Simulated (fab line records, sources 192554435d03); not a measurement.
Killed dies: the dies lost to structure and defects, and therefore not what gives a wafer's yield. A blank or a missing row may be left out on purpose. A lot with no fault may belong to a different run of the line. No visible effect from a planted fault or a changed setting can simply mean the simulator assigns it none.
fab line records | flow n5-finfet
record: lots: 9 wafers: 27 last-day: 17
route steps=1938 shown BEOL_M2@856 BEOL_M4@1111 PASSIVATION@1936
lots that met no fault: taken from a fault-free run of the same line
start-h: start of the lot's first displayed wafer, in hours after the record's first day | wait-h: hours from the lot's prior step to this one | " same as the row above | L1.1+2: a row that stands for several wafers | - no value present, or no start provided | * or withheld: withheld | < > ~ a bound
route shown NAME@n: NAME is a module with steps in the file, n the number in the route of the first one | usual: average and standard deviation across the fault-free wafers | same: alike in all rows | chamber/n: place in a boat | sites: each site's reading | _std_site: the standard deviation of these | _edge_site: the outer-site mean with the inner-site mean subtracted | radius-mm: for every site, how far away it sits from the centre of the wafer | mask NAME#n: copy n | behind: tool/chamber where the wafer was last shaped | hold: the reason the lot was held/the length of the hold in hours/how it ended | device: which transistor (n, p or np) failed to switch | end of line: the route-end tests of the same wafers | where a step has no rows: the recipe by itself | killed: count of dies lost to structure and defects at first sort (not the wafer's yield) | map: dies across one wafer; x = killed, . = not, _ = none there
set.NAME: the setting that was run; set.NAME@STEP: the one run at that earlier step | model.NAME: the simulator's own value behind a step, which no gauge read
one table for each step of the route and one row for each wafer, over a sample of lots
services: when a tool's chamber went out of use (start-h, in hours from the record's first day, below 0 if earlier), for how many hours, and the reason
== steps ==
step: N5_BEOL_M2_INSPECT_13
recipe: mode: adi inspect-instrument: brightfield
usual: raw-defect-count: 413/120
columns lot.wafer tool chamber start-h wait-h raw-defect-count
L766.1 defect-inspect-02 - 149.39 0.1 295
L766.3 " - " " 363
L766.4 " - " " 261
L767.2 defect-inspect-01 - 150.42 0.0 401
L767.4 " - " " 492
L767.5 " - " " 360
L772.1 defect-inspect-02 - 186.08 0.1 376
L772.4 " - " " 435
L772.6 " - " " 443
L776.1 defect-inspect-01 - 205.12 0.1 351
L776.3 " - " " 428
L776.4 " - " " 331
L777.3 defect-inspect-01 - 213.38 0.0 706
L777.4 " - " " 585
L777.6 " - " " 693
L778.3 defect-inspect-02 - 218.50 0.0 264
L778.5 " - " " 386
L778.6 " - " " 356
L781.1 defect-inspect-02 - 243.42 0.1 216
L781.4 " - " " 283
L781.5 " - " " 330
L786.1 defect-inspect-02 - 266.02 0.1 392
L786.2 " - " " 407
L786.6 " - " " 341
L787.1 defect-inspect-02 - 273.26 0.1 309
L787.3 " - " " 452
L787.5 " - " " 340
step: N5_BEOL_M2_HM_OPEN_17
recipe: chemistry: Cl2/BCl3 target-depth-a: 200 overetch-a: 60 target: TiN mask-material: SOC ion-energy-ev: 150 pressure-mtorr: 10 icp-w: 1000 bias-w: 126 Cl2_flow_sccm: 53.25 bcl3-flow-sccm: 21.75 Ar_flow_sccm: 25
usual: bcl3-flow-sccm: 21.75/0.063 bias-w: 126.0/0.38 drypump-motor-current-A: 5.57/0.14 oes-product-au: 0.58/0.079 rf-fwd-power-W: 995/3.5 throttle-valve-pct: 22.30/0.18
columns lot.wafer tool chamber start-h wait-h bcl3-flow-sccm bias-w drypump-motor-current-A oes-product-au rf-fwd-power-W rf-hours-counter-h throttle-valve-pct
L766.1 rie-metal-03 0 149.68 0.0 21.67 125.5 5.51 0.53 990 113 22.48
L766.3 " 1 " " 21.82 126.0 5.59 0.54 991 - 22.25
L766.4 " 0 " " 21.74 125.8 5.50 0.54 993 - 22.46
L767.2 rie-metal-02 0 150.83 0.0 21.70 125.5 5.86 0.78 1000 7 22.26
L767.4 " 0 " " 21.70 125.5 5.86 0.78 994 - 22.27
L767.5 " 1 " " 21.77 126.6 5.68 0.53 989 - 22.56
L772.1 rie-metal-03 1 186.44 0.0 21.83 125.7 5.61 0.53 988 118 22.27
L772.4 " 1 " " 21.84 125.6 5.62 0.53 990 - 22.28
L772.6 " 0 " " 21.65 125.7 5.54 0.53 994 - 22.47
L776.1 rie-metal-01 0 205.41 0.0 21.88 125.9 5.31 0.68 994 34 22.07
L776.3 " 0 " " 21.88 126.0 5.29 0.69 992 - 22.06
L776.4 " 1 " " 21.74 127.0 5.68 0.58 995 - 22.07
L777.3 rie-metal-03 1 213.69 0.1 21.84 126.0 5.60 0.53 995 - 22.28
L777.4 " 0 " " 21.60 125.6 5.50 0.52 998 - 22.49
L777.6 " 0 " " 21.68 125.5 5.52 0.52 1001 - 22.49
L778.3 rie-metal-03 0 218.93 0.1 21.80 126.1 5.50 0.52 998 - 22.51
L778.5 " 0 " " 21.83 125.9 5.52 0.52 1001 - 22.49
L778.6 " 1 " " 21.72 125.6 5.61 0.53 991 - 22.30
L781.1 rie-metal-03 1 243.71 0.0 21.75 125.7 5.59 0.53 996 123 22.27
L781.4 " 0 " " 21.77 126.2 5.54 0.53 993 - 22.47
L781.5 " 0 " " 21.78 125.7 5.53 0.53 996 - 22.47
L786.1 rie-metal-01 1 266.86 0.0 21.90 126.8 5.67 0.57 994 80 22.06
L786.2 " 0 " " 21.68 126.1 5.33 0.65 987 42 22.09
L786.6 " 1 " " 21.82 127.1 5.67 0.57 990 - 22.08
L787.1 rie-metal-03 0 273.60 0.0 21.79 126.7 5.50 0.52 995 124 22.51
L787.3 " 0 " " 21.84 126.2 5.51 0.52 995 - 22.51
L787.5 " 0 " " 21.71 126.2 5.49 0.52 993 - 22.51
step: N5_BEOL_M2_EXPOSE_25
recipe: mask-id: V1 na: 0.33 source-shape: quasar sigma-inner: 0.2 sigma-outer: 0.8 polarization: unpolarized defocus-nm: 5 dose-mj: 63
usual: exposure-dose-mJ-cm2: 62.90/0.07
columns lot.wafer tool chamber start-h wait-h mask exposure-dose-mJ-cm2
L766.1 euv-scanner-01 0 150.16 - V1#0 62.87
L766.3 " 0 " " V1#0 62.84
L766.4 " 0 " " V1#0 62.90
L767.2 euv-scanner-02 0 151.32 - V1#0 62.95
L767.4 " 0 " " V1#0 62.90
L767.5 " 0 " " V1#0 62.88
L772.1 euv-scanner-01 0 186.79 - V1#0 63.00
L772.4 " 0 " " V1#0 62.90
L772.6 " 0 " " V1#0 62.86
L776.1 euv-scanner-02 0 205.95 - V1#0 62.91
L776.3 " 0 " " V1#0 62.89
L776.4 " 0 " " V1#0 62.91
L777.3 euv-scanner-01 0 214.16 - V1#0 69.20
L777.4 " 0 " " V1#0 69.25
L777.6 " 0 " " V1#0 69.22
L778.3 euv-scanner-01 0 219.28 - V1#0 69.22
L778.5 " 0 " " V1#0 69.23
L778.6 " 0 " " V1#0 69.23
L781.1 euv-scanner-02 0 244.24 - V1#0 62.76
L781.4 " 0 " " V1#0 62.88
L781.5 " 0 " " V1#0 62.80
L786.1 euv-scanner-02 0 267.40 - V1#0 62.96
L786.2 " 0 " " V1#0 62.95
L786.6 " 0 " " V1#0 62.92
L787.1 euv-scanner-01 0 274.46 - V1#0 62.84
L787.3 " 0 " " V1#0 62.87
L787.5 " 0 " " V1#0 62.88
step: N5_BEOL_M2_CD_MEAS_28
recipe: target-cd-nm: 26.2 landing-energy-ev: 500 detector: se-inlens target-cd-y-nm: 24.1 polarity: opening
usual: cd-nm: 26.17/0.25
columns lot.wafer tool chamber start-h wait-h cd-nm
L766.1 cd-sem-02 0 150.31 - 26.01
L766.3 " 0 " " 25.95
L766.4 " 0 " " 25.99
L767.2 cd-sem-02 0 151.46 - 26.13
L767.4 " 0 " " 26.21
L767.5 " 0 " " 26.48
L772.1 cd-sem-01 0 186.94 - 25.94
L772.4 " 0 " " 25.63
L772.6 " 0 " " 26.08
L776.1 cd-sem-02 0 206.10 - 26.20
L776.3 " 0 " " 26.18
L776.4 " 0 " " 26.23
L777.3 cd-sem-02 0 214.29 - 23.06
L777.4 " 0 " " 23.77
L777.6 " 0 " " 10.27
L778.3 cd-sem-01 0 219.41 - 11.41
L778.5 " 0 " " 11.26
L778.6 " 0 " " 17.17
L781.1 cd-sem-02 0 244.39 - 26.10
L781.4 " 0 " " 25.93
L781.5 " 0 " " 26.05
L786.1 cd-sem-01 0 267.54 - 26.16
L786.2 " 0 " " 26.29
L786.6 " 0 " " 26.20
L787.1 cd-sem-01 0 274.61 - 26.21
L787.3 " 0 " " 26.29
L787.5 " 0 " " 26.02
step: N5_BEOL_M2_INSPECT_30
recipe: mode: adi inspect-instrument: brightfield
usual: raw-defect-count: 410/110
columns lot.wafer tool chamber start-h wait-h raw-defect-count
L766.1 defect-inspect-01 - 150.39 0.1 353
L766.3 " - " " 429
L766.4 " - " " 328
L767.2 defect-inspect-02 - 151.55 0.0 355
L767.4 " - " " 445
L767.5 " - " " 318
L772.1 defect-inspect-01 - 187.03 0.1 392
L772.4 " - " " 532
L772.6 " - " " 485
L776.1 defect-inspect-02 - 206.19 0.1 318
L776.3 " - " " 365
L776.4 " - " " 305
L777.3 defect-inspect-02 - 214.38 0.0 585
L777.4 " - " " 494
L777.6 " - " " 611
L778.3 defect-inspect-02 - 219.50 0.0 262
L778.5 " - " " 385
L778.6 " - " " 332
L781.1 defect-inspect-01 - 244.48 0.1 213
L781.4 " - " " 348
L781.5 " - " " 366
L786.1 defect-inspect-01 - 267.63 0.1 468
L786.2 " - " " 497
L786.6 " - " " 409
L787.1 defect-inspect-01 - 274.70 0.1 349
L787.3 " - " " 510
L787.5 " - " " 390
step: N5_BEOL_M4_RC_MEAS_101
usual: DIBL_N: 36.1/1.5 DIBL_P: 36.1/1.9 IOFF_N: 0.159/0.029 IOFF_P: 0.21/0.038 ION_N: 675/11 ION_P: 464/8.1 SS_N: 71.5/0.57 SS_P: 73.3/0.64 VT_N: 249/3.1 VT_P: -250/3.8
columns lot.wafer tool chamber start-h wait-h DIBL_N[mV/V] DIBL_P[mV/V] IOFF_N[nA/um] IOFF_P[nA/um] ION_N[uA/um] ION_P[uA/um] SS_N[mV/dec] SS_P[mV/dec] VT_N[mV] VT_P[mV]
L766.1 prober-02 0 176.70 0.0 33.6 32.4 0.118 0.18 668 461 71.4 72.6 257 -248
L766.3 " 0 " " 35.6 35.8 0.147 0.22 680 471 72.0 73.4 251 -249
L766.4 " 0 " " 36.6 36.9 0.173 0.24 691 471 72.1 73.4 248 -249
L767.2 prober-01 0 177.54 0.2 37.8 37.3 0.161 0.24 666 464 71.8 73.8 249 -246
L767.4 " 0 " " 35.9 34.2 0.137 0.19 672 462 72.3 72.5 250 -249
L767.5 " 0 " " 36.7 36.4 0.148 0.22 654 454 71.5 73.3 253 -247
L772.1 prober-02 0 219.08 0.0 37.8 38.2 0.171 0.24 679 470 72.0 74.1 250 -249
L772.4 " 0 " " 37.4 37.0 0.156 0.21 670 456 71.8 73.5 254 -249
L772.6 " 0 " " 36.2 36.6 0.140 0.21 657 465 71.6 73.0 249 -250
L776.1 prober-01 0 245.48 0.0 33.0 32.4 0.104 0.15 660 446 70.9 72.5 255 -254
L776.3 " 0 " " 36.2 35.5 0.145 0.18 664 456 71.4 73.0 252 -253
L776.4 " 0 " " 33.8 33.0 0.109 0.15 668 453 71.1 72.2 256 -254
L781.1 prober-01 0 269.52 0.0 35.6 37.1 0.150 0.19 663 457 71.3 73.5 253 -254
L781.4 " 0 " " 36.9 37.5 0.166 0.19 676 460 72.4 73.6 248 -254
L781.5 " 0 " " 36.6 37.7 0.169 0.20 675 457 72.3 73.7 251 -254
L786.1 prober-02 0 306.03 0.0 37.1 37.1 0.173 0.30 677 479 71.4 73.3 246 -241
L786.2 " 0 " " 37.5 37.7 0.192 0.32 689 481 72.1 73.7 247 -242
L786.6 " 0 " " 37.6 37.6 0.198 0.31 686 473 72.0 74.3 245 -244
L787.1 prober-01 0 321.45 0.0 36.2 36.8 0.181 0.23 684 469 71.1 73.3 247 -247
L787.3 " 0 " " 36.6 36.4 0.180 0.23 680 468 70.9 72.5 246 -248
L787.5 " 0 " " 34.8 36.0 0.168 0.23 686 473 71.5 73.6 244 -247
step: N5_PASSIVATION_PROBE_49
usual: defect-limited-yield: 91.5/1.6 killed_at_M0_to_M3: 33/10 killed_at_M4_up: 13/5.6 killed-at-contacts: 13/6 killed-at-front-end: 39/12 killed-at-other: 3.0/2.8 killed-dies: 101/19 killed-on-rim: 13/4 killed-open: 65/13 killed-short: 32/8.3 sort_bin_5_function: 5.0/1 sort_bin_6_memory: 3.1/0.69 sort-n-pass: 1079/19 sort-yield-pct: 91.5/1.6
same: gross-dies: 1180 killed-at-back-side: 0 sort_bin_4_leakage[%]: 0 sort_bin_8_speed[%]: 0
columns lot.wafer tool chamber start-h wait-h defect-limited-yield[%] killed_at_M0_to_M3 killed_at_M4_up killed-at-contacts killed-at-front-end killed-at-other killed-dies killed-on-rim killed-open killed-short sort_bin_5_function[%] sort_bin_6_memory[%] sort-n-pass sort-yield-pct[%]
L776.4 prober-01 - 346.97 0.2 91.9 40 9 17 28 1 95 10 62 31 5.5 2.2 1085 91.9
L777.3 prober-02 - 353.86 0.1 0 1121 9 3 47 0 1180 152 51 24 4.1 2.2 0 0
L777.4 prober-02 - 353.91 0.2 0 1105 2 18 52 3 1180 152 71 33 5.3 3.3 0 0
L777.6 prober-02 - 354.01 0.3 0 1131 5 7 35 2 1180 152 42 38 29.2 2.7 0 0
L778.3 prober-01 - 355.55 0.1 0 1109 16 18 37 0 1180 152 70 28 30.8 3.1 0 0
L778.5 prober-01 - 355.65 0.2 0 1125 14 13 28 0 1180 152 52 34 27.4 3.3 0 0
L778.6 prober-01 - 355.70 0.3 0 1121 10 17 30 2 1180 152 58 26 11.1 2.0 0 0
L787.1 prober-01 - 416.21 0.0 90.9 11 14 22 59 1 107 11 73 31 5.3 3.5 1073 90.9
L787.3 prober-01 - 416.31 0.1 93.4 26 15 7 27 3 78 14 57 14 4.2 2.3 1102 93.4
L787.5 prober-01 - 416.41 0.2 90.1 25 14 18 59 1 117 15 75 40 6.3 3.5 1063 90.1
killed by level:class
L776.4 MOL_CONTACT_COAG:geometric-particle:open=14 BEOL_M0_SAQP:geometric-particle:short=12 BEOL_M0_SAQP:geometric-particle:open=7 BEOL_M2:geometric-particle:open=7 DUMMY_GATE:geometric-particle:open=6 GATE_CUT:geometric-particle:open=6 BEOL_M3:geometric-particle:open=6 BEOL_M4:geometric-particle:short=4
L777.3 BEOL_M2:area-expose=1105 FIN_SAQP:geometric-particle:open=10 FIN_SAQP:geometric-particle:short=8 STI_FIN_REVEAL:geometric-particle:open=7 BEOL_M4:geometric-particle:open=7 GATE_CUT:geometric-particle:short=6 BEOL_M1:geometric-particle:open=5 BEOL_M2:geometric-particle:open=5
L777.4 BEOL_M2:area-expose=1074 FIN_SAQP:geometric-particle:open=19 MOL_CONTACT_COAG:geometric-particle:open=16 FIN_SAQP:geometric-particle:short=10 BEOL_M0_SAQP:geometric-particle:open=7 BEOL_M3:geometric-particle:open=6 DUMMY_GATE:geometric-particle:open=5 BEOL_M3:geometric-particle:short=5
L777.6 BEOL_M2:area-expose=1098 FIN_SAQP:geometric-particle:short=8 MOL_CONTACT_COAG:geometric-particle:open=6 BEOL_M2:geometric-particle:open=6 BEOL_M3:geometric-particle:open=6 STARTING-WAFER:geometric-particle:short=6 GATE_CUT:geometric-particle:short=5 BEOL_M0_SAQP:geometric-particle:short=5
L778.3 BEOL_M2:area-expose=1082 FIN_SAQP:geometric-particle:open=17 MOL_CONTACT_COAG:geometric-particle:open=11 BEOL_M0_SAQP:geometric-particle:short=8 BEOL_M3:geometric-particle:open=8 MOL_CONTACT_COAG:geometric-particle:short=7 STI_FIN_REVEAL:geometric-particle:open=5 BEOL_M0_SAQP:geometric-particle:open=5
L778.5 BEOL_M2:area-expose=1092 BEOL_M3:geometric-particle:open=12 MOL_CONTACT_COAG:geometric-particle:open=9 BEOL_M0_SAQP:geometric-particle:short=8 BEOL_M4:geometric-particle:open=6 FIN_SAQP:geometric-particle:open=4 FIN_SAQP:geometric-particle:short=4 BEOL_M1:geometric-particle:open=4
L778.6 BEOL_M2:area-expose=1093 MOL_CONTACT_COAG:geometric-particle:open=13 BEOL_M0_SAQP:geometric-particle:open=7 DUMMY_GATE:geometric-particle:open=6 BEOL_M0_SAQP:geometric-particle:short=6 FIN_SAQP:geometric-particle:short=4 FIN_SAQP:geometric-particle:open=4 BEOL_M1:geometric-particle:open=4
L787.1 STI_FIN_REVEAL:geometric-particle:open=19 MOL_CONTACT_COAG:geometric-particle:open=17 FIN_SAQP:geometric-particle:short=10 FIN_SAQP:geometric-particle:open=10 MOL_CONTACT_COAG:geometric-particle:short=5 BEOL_M4:geometric-particle:open=5 STI_FIN_REVEAL:geometric-particle:short=3 ILD0:geometric-particle:short=3
L787.3 STI_FIN_REVEAL:geometric-particle:open=11 BEOL_M0_SAQP:geometric-particle:open=9 BEOL_M3:geometric-particle:open=9 MOL_CONTACT_COAG:geometric-particle:open=6 FIN_SAQP:geometric-particle:open=4 FIN_SAQP:geometric-particle:short=4 BEOL_M4:geometric-particle:open=4 BEOL_M5:geometric-particle:open=3
L787.5 STI_FIN_REVEAL:geometric-particle:open=17 MOL_CONTACT_COAG:geometric-particle:open=17 STARTING-WAFER:geometric-particle:short=8 FIN_SAQP:geometric-particle:short=7 GATE_CUT:geometric-particle:short=7 BEOL_M4:geometric-particle:open=7 BEOL_M0_SAQP:geometric-particle:open=7 STI_FIN_REVEAL:geometric-particle:short=6
== services ==
columns tool chamber start-h hours kind
euv-scanner-01 - 144.57 1.2 repair
euv-scanner-01 - 153.09 1.0 pm
rie-metal-03 0 161.49 16.5 repair
euv-scanner-02 - 181.43 1.0 pm
euv-scanner-02 - 185.99 1.1 repair
euv-scanner-01 0 195.21 - calibration
euv-scanner-01 - 209.24 1.0 pm
euv-scanner-01 - 225.28 4.6 pm
euv-scanner-01 - 231.23 1.8 repair
euv-scanner-01 - 233.45 2.0 repair
euv-scanner-02 - 236.51 0.1 repair
euv-scanner-02 - 237.58 1.0 pm
euv-scanner-02 - 247.72 4.6 pm
euv-scanner-02 0 254.51 - calibration
euv-scanner-02 - 256.36 0.5 repair
rie-metal-02 1 261.93 - clean
rie-metal-02 1 261.93 24.4 scheduled-down
rie-metal-02 1 261.93 24.4 vent-cycle
rie-metal-03 1 262.40 - clean
rie-metal-03 1 262.40 22.1 scheduled-down
rie-metal-03 1 262.40 22.1 vent-cycle
euv-scanner-01 - 265.39 1.0 pm
== key ==
first-sign: step: N5_BEOL_M2_EXPOSE_25 reading: exposure-dose-mJ-cm2 direction: up sigmas: 90 usual: 62.90 struck: 69.22
effect: step: N5_BEOL_M2_CD_MEAS_28 reading: cd-nm direction: down sigmas: 40 usual: 26.17 struck: 16.16 through: control-loop
effect: step: N5_PASSIVATION_PROBE_49 reading: killed_at_M0_to_M3 direction: up sigmas: 99+ usual: 33 struck: 1119
more-kills-born-at: N5_BEOL_M2_EXPOSE_25@euv-scanner-01: 6543
met-at N5_BEOL_M2_EXPOSE_25
struck-lots L777,L778
later-rows-left-out L777.3,L777.4,L777.6,L778.3,L778.5,L778.6
loop-trim: step: N5_BEOL_M2_EXPOSE_25 setting: dose lots: L777,L778
not-acting-at N5_BEOL_M2_INSPECT_13,N5_BEOL_M2_HM_OPEN_17,N5_BEOL_M2_INSPECT_30
onset-between 186.79 214.16
fault: kind: process-parameter-drift tool: euv-scanner-01 chamber: - onset-h: 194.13 steps: N5_BEOL_M2_EXPOSE_25 channel: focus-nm offset: 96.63 spread-by-wafer: 0.3 shape: step end-h: 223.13
later-rows-left-out: the simulator's readings of these wafers behind a module that went badly wrong aren't trusted and aren't shown, but for the sort
loop-trim: a control loop set the setting to another value than it would have without faults
